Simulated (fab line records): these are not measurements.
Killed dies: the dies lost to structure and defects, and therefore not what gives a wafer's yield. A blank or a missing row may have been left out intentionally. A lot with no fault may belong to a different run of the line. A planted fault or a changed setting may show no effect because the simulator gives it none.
fab line records	flow n5-finfet	part 1 of 2: steps 1 to 33 of 46
record: lots: 5	wafers: 15	last-day: 17
route steps=1938 shown WELL_APT@22 PMOS_HMC_CHANNEL_EPI@57
lots that met no fault: taken from a fault-free run of the same line
start-h: hours from the record's first day to the start of the lot's first wafer shown	wait-h: how many hours have passed since the lot's step before this one	" as in the row above	L1.1+2: several wafers, shown together as one row	- either no value or no given start	* or withheld: withheld	< > ~ a bound
route shown NAME@n: names a module that has steps shown in the file, with the first one's number in the route	usual: mean/standard deviation taken from wafers without a fault	same: alike in all rows	chamber/n: place in a boat	sites: per-site readings	_std_site: the standard deviation of these	_edge_site: inner sites' mean taken away from outer sites' mean	radius-mm: how far each site lies from the wafer's centre	mask NAME#n: copy n	behind: the last tool/chamber to shape the wafer	hold: why the lot went on hold/how many hours it stayed there/how the hold came to an end	device: transistor that didn't switch, given as n, p or np	end of line: at the end of the route, the tests of the same wafers	a step with no rows: only its recipe	killed: dies lost to structure and defects at the first sort, not the wafer's yield	map: a wafer's dies, x killed, . not, _ none there
set.NAME: the setting the step ran with; set.NAME@STEP: the setting that earlier step ran with	model.NAME: the simulator's own value behind a step, which no gauge read
lots at selected steps of the route; one table per step, one row per wafer
services: when a tool's chamber went out of use (start-h, in hours from the record's first day, below 0 if earlier), for how many hours, and the reason
== steps ==
step: N5_WELL_APT_EBR_04
recipe: solvent: PGMEA	ebr-width-mm: 1.5
lot.wafer	tool	chamber	start-h	wait-h
L076.2+4+6	litho-track-01	0	-	-
L077.2+4+5	litho-track-02	0	-	-
L089.1+2+3	litho-track-04	0	-	-
L091.1+5+6	litho-track-04	0	-	-
L096.2+5+6	litho-track-04	0	-	-
step: N5_WELL_APT_SOFTBAKE_03
recipe: temp-c: 130	time-s: 60
lot.wafer	tool	chamber	start-h	wait-h
L076.2+4+6	litho-track-01	0	-	-
L077.2+4+5	litho-track-02	0	-	-
L089.1+2+3	litho-track-04	0	-	-
L091.1+5+6	litho-track-04	0	-	-
L096.2+5+6	litho-track-04	0	-	-
step: N5_WELL_APT_EXPOSE_05
recipe: mask-id: NWELL	na: 0.8	source-shape: conventional	sigma-outer: 0.8	polarization: unpolarized	defocus-nm: 0	target-cd-nm: 200	dose-mj: 20.3
lot.wafer	tool	chamber	start-h	wait-h	mask
L076.2+4+6	krf-scanner-01	0	25.51	-	NWELL#0
L077.2+4+5	krf-scanner-01	0	31.54	-	NWELL#0
L089.1+2+3	krf-scanner-02	0	103.39	-	NWELL#0
L091.1+5+6	krf-scanner-01	0	115.41	-	NWELL#0
L096.2+5+6	krf-scanner-01	0	145.52	-	NWELL#0
step: N5_WELL_APT_PEB_06
recipe: peb-temp-c: 130	peb-time-s: 90
same: peb-time-s: 90
lot.wafer	tool	chamber	start-h	wait-h
L076.2+4+6	litho-track-02	0	25.57	0.0
L077.2+4+5	litho-track-02	0	31.59	0.0
L089.1+2+3	litho-track-01	0	103.44	0.1
L091.1+5+6	litho-track-02	0	115.47	0.1
L096.2+5+6	litho-track-04	0	145.57	0.0
step: N5_WELL_APT_DEVELOP_07
recipe: develop-time-s: 45	rinse-liquid: surfactant-rinse	dry: air-spin	dev-temp-c: 21
lot.wafer	tool	chamber	start-h	wait-h
L076.2+4+6	litho-track-02	0	-	-
L077.2+4+5	litho-track-02	0	-	-
L089.1+2+3	litho-track-01	0	-	-
L091.1+5+6	litho-track-02	0	-	-
L096.2+5+6	litho-track-04	0	-	-
step: N5_WELL_APT_HARDBAKE_12
recipe: temp-c: 130	time-s: 120
lot.wafer	tool	chamber	start-h	wait-h
L076.2+4+6	litho-track-02	0	-	-
L077.2+4+5	litho-track-02	0	-	-
L089.1+2+3	litho-track-01	0	-	-
L091.1+5+6	litho-track-02	0	-	-
L096.2+5+6	litho-track-04	0	-	-
step: N5_WELL_APT_CD_MEAS_08
recipe: target-cd-nm: 200	landing-energy-ev: 500	detector: se-inlens
usual: cd-nm: 200.4/1.8
lot.wafer	tool	chamber	start-h	wait-h	cd-nm
L076.2	cd-sem-01	0	25.68	-	197.4
L076.4	"	0	"	"	200.6
L076.6	"	0	"	"	202.1
L077.2	cd-sem-02	0	31.70	-	201.8
L077.4	"	0	"	"	200.4
L077.5	"	0	"	"	199.9
L089.1	cd-sem-02	0	103.56	-	199.7
L089.2	"	0	"	"	201.5
L089.3	"	0	"	"	199.7
L091.1	cd-sem-03	0	115.58	-	202.7
L091.5	"	0	"	"	198.4
L091.6	"	0	"	"	200.8
L096.2	cd-sem-03	0	145.69	-	197.9
L096.5	"	0	"	"	198.8
L096.6	"	0	"	"	199.4
step: N5_WELL_APT_OVL_MEAS_09
recipe: points-per-wafer: 44
usual: NWELL_OVL: 5/4.8
lot.wafer	tool	chamber	start-h	wait-h	NWELL_OVL[nm]
L076.2	overlay-01	0	25.71	0.0	9
L076.4	"	0	"	"	4
L076.6	"	0	"	"	7
L077.2	overlay-02	0	31.73	0.0	9
L077.4	"	0	"	"	13
L077.5	"	0	"	"	16
L089.1	overlay-01	0	103.59	0.0	6
L089.2	"	0	"	"	7
L089.3	"	0	"	"	6
L091.1	overlay-02	0	115.61	0.0	2
L091.5	"	0	"	"	7
L091.6	"	0	"	"	5
L096.2	overlay-01	0	145.72	0.0	4
L096.5	"	0	"	"	3
L096.6	"	0	"	"	6
step: N5_WELL_APT_INSPECT_10
recipe: mode: adi	inspect-instrument: macro
usual: raw-defect-count: 2.0/1.5
lot.wafer	tool	chamber	start-h	wait-h	raw-defect-count
L076.2	defect-inspect-02	-	25.73	0.0	0
L076.4	"	-	"	"	1
L076.6	"	-	"	"	2
L077.2	defect-inspect-02	-	31.76	0.0	1
L077.4	"	-	"	"	2
L077.5	"	-	"	"	1
L089.1	defect-inspect-01	-	103.61	0.0	3
L089.2	"	-	"	"	1
L089.3	"	-	"	"	2
L091.1	defect-inspect-02	-	115.64	0.0	0
L091.5	"	-	"	"	0
L091.6	"	-	"	"	2
L096.2	defect-inspect-01	-	145.74	0.0	1
L096.5	"	-	"	"	3
L096.6	"	-	"	"	1
step: N5_WELL_APT_DESCUM_13
recipe: chemistry: O2	time-s: 7.9	source-power-w: 50	bias-power-w: 20	pressure-mtorr: 20	rf-frequency-hz: 2.712e+07	temp-c: 40	o2-flow-sccm: 225
usual: bias-power-w: 19.99/0.059	drypump-motor-current-A: 5.5/0.57	oes-product-au: 0.77/0.093	rf-vpp-V: 243.0/1.4	showerhead-plenum-p-Torr: 2.09/0.084	throttle-valve-pct: 20.49/0.28
lot.wafer	tool	chamber	start-h	wait-h	bias-power-w	drypump-motor-current-A	oes-product-au	rf-hours-counter-h	rf-vpp-V	showerhead-plenum-p-Torr	throttle-valve-pct
L076.2	rie-diel-06	0	25.82	0.1	20.00	6.2	0.73	191	242.1	2.06	20.69
L076.4	"	3	"	"	20.08	5.9	0.89	40	243.6	2.13	20.33
L076.6	"	3	"	"	19.97	5.9	0.89	-	243.9	2.13	20.31
L077.2	rie-diel-06	2	31.79	0.0	20.04	5.1	0.86	35	244.8	2.25	20.20
L077.4	"	3	"	"	19.97	5.9	0.88	42	243.9	2.13	20.34
L077.5	"	2	"	"	20.08	5.1	0.86	-	244.7	2.25	20.20
L089.1	rie-diel-05	0	103.73	0.1	19.92	4.8	0.68	213	241.6	2.00	20.73
L089.2	"	2	"	"	20.00	5.3	0.93	19	245.3	2.14	20.08
L089.3	"	3	"	"	19.94	6.3	0.70	239	244.7	2.14	20.53
L091.1	rie-diel-06	0	115.89	0.2	19.96	6.2	0.71	222	243.6	2.05	20.76
L091.5	"	3	"	"	19.95	5.9	0.85	-	243.5	2.12	20.38
L091.6	"	2	"	"	20.00	5.1	0.82	-	244.4	2.24	20.22
L096.2	rie-diel-05	2	146.45	0.7	19.91	5.3	0.89	36	244.5	2.14	20.11
L096.5	"	2	"	"	19.89	5.3	0.88	-	242.2	2.14	20.09
L096.6	"	0	"	"	20.00	4.8	0.67	-	242.6	2.00	20.75
step: N5_WELL_APT_IMPLANT_14
recipe: species: P	energy-kev: 160	dose-cm2: 1.5e+13	tilt-deg: 0	rotation-deg: 0
lot.wafer	tool	chamber	start-h	wait-h
L076.2+4+6	implanter-01	0	25.95	0.1
L077.2+4+5	implanter-02	0	31.92	0.1
L089.1+2+3	implanter-02	0	103.83	0.1
L091.1+5+6	implanter-02	0	115.99	0.1
L096.2+5+6	implanter-02	0	146.58	0.1
step: N5_WELL_APT_IMPLANT_15
recipe: species: As	energy-kev: 25	dose-cm2: 1.5e+13	tilt-deg: 0	rotation-deg: 0
lot.wafer	tool	chamber	start-h	wait-h
L076.2+4+6	implanter-01	0	26.13	0.1
L077.2+4+5	implanter-02	0	32.10	0.1
L089.1+2+3	implanter-02	0	104.01	0.1
L091.1+5+6	implanter-02	0	116.17	0.1
L096.2+5+6	implanter-02	0	146.76	0.1
step: N5_WELL_APT_STRIP_16
recipe: chemistry: SPM	time-s: 900	temp-c: 130	h2so4-h2o2-vol-ratio: 4	dry: ipa-marangoni
usual: bath-guard-temp-C: 129.8/0.43
lot.wafer	tool	chamber	start-h	wait-h	bath-guard-temp-C
L076.2	wet-bench-06	5	26.31	0.1	129.0
L076.4	"	1	"	"	129.8
L076.6	"	2	"	"	129.7
L077.2	wet-bench-03	5	32.28	0.1	129.2
L077.4	"	2	"	"	129.7
L077.5	"	7	"	"	130.1
L089.1	wet-bench-03	6	104.22	0.2	129.9
L089.2	"	7	"	"	129.8
L089.3	"	4	"	"	129.9
L091.1	wet-bench-03	3	116.39	0.2	129.8
L091.5	"	0	"	"	129.8
L091.6	"	5	"	"	129.5
L096.2	wet-bench-06	6	146.93	0.1	129.9
L096.5	"	3	"	"	130.5
L096.6	"	4	"	"	129.4
step: N5_WELL_APT_HMDS_18
recipe: time-s: 60	temp-c: 120
lot.wafer	tool	chamber	start-h	wait-h
L076.2+4+6	litho-track-04	0	26.58	0.0
L077.2+4+5	litho-track-02	0	32.55	0.0
L089.1+2+3	litho-track-02	0	104.79	0.0
L091.1+5+6	litho-track-04	0	116.67	0.0
L096.2+5+6	litho-track-02	0	147.21	0.0
step: N5_WELL_APT_COAT_19
recipe: spin-rpm: 1357	resist-thk-nm: 950
lot.wafer	tool	chamber	start-h	wait-h
L076.2+4+6	litho-track-04	0	-	-
L077.2+4+5	litho-track-02	0	-	-
L089.1+2+3	litho-track-02	0	-	-
L091.1+5+6	litho-track-04	0	-	-
L096.2+5+6	litho-track-02	0	-	-
step: N5_WELL_APT_EBR_21
recipe: solvent: PGMEA	ebr-width-mm: 1.5
lot.wafer	tool	chamber	start-h	wait-h
L076.2+4+6	litho-track-04	0	-	-
L077.2+4+5	litho-track-02	0	-	-
L089.1+2+3	litho-track-02	0	-	-
L091.1+5+6	litho-track-04	0	-	-
L096.2+5+6	litho-track-02	0	-	-
step: N5_WELL_APT_SOFTBAKE_20
recipe: temp-c: 130	time-s: 60
lot.wafer	tool	chamber	start-h	wait-h
L076.2+4+6	litho-track-04	0	-	-
L077.2+4+5	litho-track-02	0	-	-
L089.1+2+3	litho-track-02	0	-	-
L091.1+5+6	litho-track-04	0	-	-
L096.2+5+6	litho-track-02	0	-	-
step: N5_WELL_APT_EXPOSE_22
recipe: mask-id: PWELL	na: 0.8	source-shape: conventional	sigma-outer: 0.8	polarization: unpolarized	defocus-nm: 0	target-cd-nm: 200	dose-mj: 23.2
lot.wafer	tool	chamber	start-h	wait-h	mask
L076.2+4+6	krf-scanner-01	0	26.81	-	PWELL#0
L077.2+4+5	krf-scanner-01	0	32.66	-	PWELL#0
L089.1+2+3	krf-scanner-02	0	104.89	-	PWELL#0
L091.1+5+6	krf-scanner-02	0	116.90	-	PWELL#0
L096.2+5+6	krf-scanner-01	0	147.44	-	PWELL#0
step: N5_WELL_APT_PEB_23
recipe: peb-temp-c: 130	peb-time-s: 90
same: peb-time-s: 90
lot.wafer	tool	chamber	start-h	wait-h
L076.2+4+6	litho-track-01	0	26.87	0.0
L077.2+4+5	litho-track-01	0	32.71	0.0
L089.1+2+3	litho-track-04	0	104.95	0.1
L091.1+5+6	litho-track-01	0	116.95	0.1
L096.2+5+6	litho-track-01	0	147.49	0.0
step: N5_WELL_APT_DEVELOP_24
recipe: develop-time-s: 45	rinse-liquid: surfactant-rinse	dry: air-spin	dev-temp-c: 21
lot.wafer	tool	chamber	start-h	wait-h
L076.2+4+6	litho-track-01	0	-	-
L077.2+4+5	litho-track-01	0	-	-
L089.1+2+3	litho-track-04	0	-	-
L091.1+5+6	litho-track-01	0	-	-
L096.2+5+6	litho-track-01	0	-	-
step: N5_WELL_APT_HARDBAKE_29
recipe: temp-c: 130	time-s: 120
lot.wafer	tool	chamber	start-h	wait-h
L076.2+4+6	litho-track-01	0	-	-
L077.2+4+5	litho-track-01	0	-	-
L089.1+2+3	litho-track-04	0	-	-
L091.1+5+6	litho-track-01	0	-	-
L096.2+5+6	litho-track-01	0	-	-
step: N5_WELL_APT_CD_MEAS_25
recipe: target-cd-nm: 200	landing-energy-ev: 500	detector: se-inlens
usual: cd-nm: 198.9/2.7
lot.wafer	tool	chamber	start-h	wait-h	cd-nm
L076.2	cd-sem-03	0	26.98	-	197.8
L076.4	"	0	"	"	199.8
L076.6	"	0	"	"	196.9
L077.2	cd-sem-02	0	32.83	-	198.8
L077.4	"	0	"	"	196.8
L077.5	"	0	"	"	199.8
L089.1	cd-sem-01	0	105.06	-	199.5
L089.2	"	0	"	"	201.6
L089.3	"	0	"	"	198.5
L091.1	cd-sem-01	0	117.07	-	198.9
L091.5	"	0	"	"	200.7
L091.6	"	0	"	"	200.4
L096.2	cd-sem-02	0	147.61	-	198.7
L096.5	"	0	"	"	199.2
L096.6	"	0	"	"	194.9
step: N5_WELL_APT_OVL_MEAS_26
recipe: points-per-wafer: 44
usual: PWELL_OVL: 0/5
lot.wafer	tool	chamber	start-h	wait-h	PWELL_OVL[nm]
L076.2	overlay-01	0	27.01	0.0	-4
L076.4	"	0	"	"	4
L076.6	"	0	"	"	0
L077.2	overlay-02	0	32.85	0.0	-3
L077.4	"	0	"	"	-1
L077.5	"	0	"	"	-3
L089.1	overlay-01	0	105.09	0.0	-1
L089.2	"	0	"	"	-4
L089.3	"	0	"	"	-1
L091.1	overlay-01	0	117.10	0.0	0
L091.5	"	0	"	"	1
L091.6	"	0	"	"	4
L096.2	overlay-01	0	147.64	0.0	1
L096.5	"	0	"	"	5
L096.6	"	0	"	"	5
step: N5_WELL_APT_INSPECT_27
recipe: mode: adi	inspect-instrument: macro
usual: raw-defect-count: 2.2/1.3
lot.wafer	tool	chamber	start-h	wait-h	raw-defect-count
L076.2	defect-inspect-02	-	27.04	0.0	3
L076.4	"	-	"	"	3
L076.6	"	-	"	"	1
L077.2	defect-inspect-01	-	32.88	0.0	4
L077.4	"	-	"	"	3
L077.5	"	-	"	"	3
L089.1	defect-inspect-01	-	105.12	0.0	1
L089.2	"	-	"	"	4
L089.3	"	-	"	"	3
L091.1	defect-inspect-01	-	117.12	0.0	3
L091.5	"	-	"	"	2
L091.6	"	-	"	"	3
L096.2	defect-inspect-02	-	147.66	0.0	2
L096.5	"	-	"	"	1
L096.6	"	-	"	"	3
step: N5_WELL_APT_DESCUM_30
recipe: chemistry: O2	time-s: 7.9	source-power-w: 50	bias-power-w: 20	pressure-mtorr: 20	rf-frequency-hz: 2.712e+07	temp-c: 40	o2-flow-sccm: 225
usual: bias-power-w: 20.00/0.054	drypump-motor-current-A: 5.7/0.6	oes-product-au: 0.75/0.071	rf-vpp-V: 243.1/1.4	showerhead-plenum-p-Torr: 2.09/0.079	throttle-valve-pct: 20.53/0.27
lot.wafer	tool	chamber	start-h	wait-h	bias-power-w	drypump-motor-current-A	oes-product-au	rf-hours-counter-h	rf-vpp-V	showerhead-plenum-p-Torr	throttle-valve-pct
L076.2	rie-diel-04	3	27.07	0.0	20.05	6.2	0.84	68	241.7	2.03	20.56
L076.4	"	0	"	"	19.97	6.7	0.77	131	243.9	2.17	20.17
L076.6	"	2	"	"	20.01	5.7	0.71	-	242.5	2.06	20.46
L077.2	rie-diel-05	1	32.91	0.0	20.04	5.3	0.70	197	241.0	1.97	20.65
L077.4	"	3	"	"	19.97	6.3	0.73	212	245.1	2.15	20.48
L077.5	"	1	"	"	20.02	5.3	0.70	-	242.0	1.97	20.68
L089.1	rie-diel-05	2	105.54	0.4	19.96	5.3	0.93	19	245.6	2.14	20.08
L089.2	"	3	"	"	19.98	6.3	0.70	240	243.7	2.14	20.53
L089.3	"	1	"	"	20.06	5.3	0.68	225	241.7	1.96	20.70
L091.1	rie-diel-05	2	117.16	0.0	19.95	5.3	0.92	23	244.4	2.14	20.07
L091.5	"	3	"	"	19.91	6.3	0.70	-	243.4	2.14	20.54
L091.6	"	0	"	"	19.99	4.8	0.68	-	241.4	2.00	20.73
L096.2	rie-diel-04	2	147.69	0.0	19.89	5.6	0.67	247	242.2	2.04	20.54
L096.5	"	1	"	"	19.87	5.9	0.70	-	246.2	2.17	21.22
L096.6	"	0	"	"	19.87	6.7	0.74	-	244.6	2.15	20.25
step: N5_WELL_APT_IMPLANT_31
recipe: species: B	energy-kev: 60	dose-cm2: 1.5e+13	tilt-deg: 0	rotation-deg: 0
lot.wafer	tool	chamber	start-h	wait-h
L076.2+4+6	implanter-02	0	27.20	0.1
L077.2+4+5	implanter-02	0	33.04	0.1
L089.1+2+3	implanter-01	0	105.64	0.1
L091.1+5+6	implanter-01	0	117.25	0.1
L096.2+5+6	implanter-02	0	147.83	0.1
step: N5_WELL_APT_IMPLANT_32
recipe: species: BF2	energy-kev: 50	dose-cm2: 2e+13	tilt-deg: 0	rotation-deg: 0
lot.wafer	tool	chamber	start-h	wait-h
L076.2+4+6	implanter-02	0	27.38	0.1
L077.2+4+5	implanter-02	0	33.22	0.1
L089.1+2+3	implanter-01	0	105.82	0.1
L091.1+5+6	implanter-01	0	117.43	0.1
L096.2+5+6	implanter-02	0	148.01	0.1
step: N5_WELL_APT_STRIP_33
recipe: chemistry: SPM	time-s: 900	temp-c: 130	h2so4-h2o2-vol-ratio: 4	dry: ipa-marangoni
usual: bath-guard-temp-C: 129.9/0.47
lot.wafer	tool	chamber	start-h	wait-h	bath-guard-temp-C
L076.2	wet-bench-05	2	27.55	0.1	130.5
L076.4	"	6	"	"	130.3
L076.6	"	0	"	"	130.5
L077.2	wet-bench-03	1	33.40	0.1	129.6
L077.4	"	3	"	"	129.8
L077.5	"	4	"	"	130.0
L089.1	wet-bench-05	0	106.02	0.2	130.4
L089.2	"	6	"	"	130.4
L089.3	"	1	"	"	129.5
L091.1	wet-bench-03	7	117.64	0.2	130.0
L091.5	"	1	"	"	129.8
L091.6	"	0	"	"	129.8
L096.2	wet-bench-05	5	148.19	0.1	129.9
L096.5	"	1	"	"	129.3
L096.6	"	6	"	"	130.4
step: N5_WELL_APT_RTA_34
recipe: temp-c: 1000	time-s: 10	ambient: N2	idle-temp-c: 600	ramp-up-c-per-s: 150	ramp-down-c-per-s: 60	cool-to-c: 600
usual: lamp-power-pct: 13.00/0.052	lamp_zone_4_pct: 12.992/0.03	wafer_temp_C_max: 1003.6/1
lot.wafer	tool	chamber	start-h	wait-h	lamp-power-pct	lamp_zone_4_pct	wafer_temp_C_max
L076.2	rtp-anneal-01	0	27.87	0.1	13.01	12.993	1004.2
L076.4	"	0	"	"	13.08	12.960	1003.8
L076.6	"	0	"	"	12.98	13.011	1003.7
L077.2	rtp-anneal-01	0	33.83	0.2	13.02	13.060	1003.7
L077.4	"	0	"	"	12.99	12.985	1003.2
L077.5	"	0	"	"	13.08	12.987	1003.9
L089.1	rtp-anneal-02	0	106.85	0.6	13.04	12.976	1003.8
L089.2	"	0	"	"	12.94	13.029	1003.0
L089.3	"	0	"	"	12.94	12.970	1003.3
L091.1	rtp-anneal-02	0	118.03	0.1	12.97	12.941	1005.2
L091.5	"	0	"	"	13.03	12.984	1003.8
L091.6	"	0	"	"	12.94	12.978	1003.9
L096.2	rtp-anneal-01	0	148.51	0.1	13.07	12.937	1004.6
L096.5	"	0	"	"	12.95	12.964	1004.5
L096.6	"	0	"	"	13.06	12.920	1005.2
step: N5_WELL_APT_OXIDE_STRIP_42
recipe: chemistry: dHF	dilution: 25:1	time-s: 45	temp-c: 25	target: SiO2	target-depth-a: 120
lot.wafer	tool	chamber	start-h	wait-h
L076.2+4+6	wet-bench-03	4,2,1	28.01	0.1
L077.2+4+5	wet-bench-03	1,6,2	33.96	0.1
L089.1+2+3	wet-bench-06	7,3,6	107.01	0.1
L091.1+5+6	wet-bench-03	7,4,0	118.19	0.1
L096.2+5+6	wet-bench-06	3,2,0	148.65	0.1
step: N5_WELL_APT_PRECLEAN_36
recipe: chemistry: O3/DIW	time-s: 45	temp-c: 22	o3-ppm: 10
lot.wafer	tool	chamber	start-h	wait-h
L076.2+4+6	wet-bench-03	4,2,1	28.02	0.0
L077.2+4+5	wet-bench-03	1,6,2	33.97	0.0
L089.1+2+3	wet-bench-06	7,3,6	107.02	0.0
L091.1+5+6	wet-bench-03	7,4,0	118.20	0.0
L096.2+5+6	wet-bench-06	3,2,0	148.66	0.0
step: N5_WELL_APT_PRECLEAN_39
recipe: chemistry: dHF	time-s: 60	dilution: 150:1	temp-c: 25
lot.wafer	tool	chamber	start-h	wait-h
L076.2+4+6	wet-bench-03	4,2,1	28.04	0.0
L077.2+4+5	wet-bench-03	1,6,2	33.99	0.0
L089.1+2+3	wet-bench-06	7,3,6	107.04	0.0
L091.1+5+6	wet-bench-03	7,4,0	118.22	0.0
L096.2+5+6	wet-bench-06	3,2,0	148.67	0.0
step: N5_WELL_APT_SRD_37
recipe: dry: ipa-marangoni	do-ppb: 5	time-s: 30	temp-c: 23	rinse-liquid: diw
lot.wafer	tool	chamber	start-h	wait-h
L076.2+4+6	wet-bench-03	4,2,1	28.05	0.0
L077.2+4+5	wet-bench-03	1,6,2	34.00	0.0
L089.1+2+3	wet-bench-06	7,3,6	107.05	0.0
L091.1+5+6	wet-bench-03	7,4,0	118.23	0.0
L096.2+5+6	wet-bench-06	3,2,0	148.69	0.0
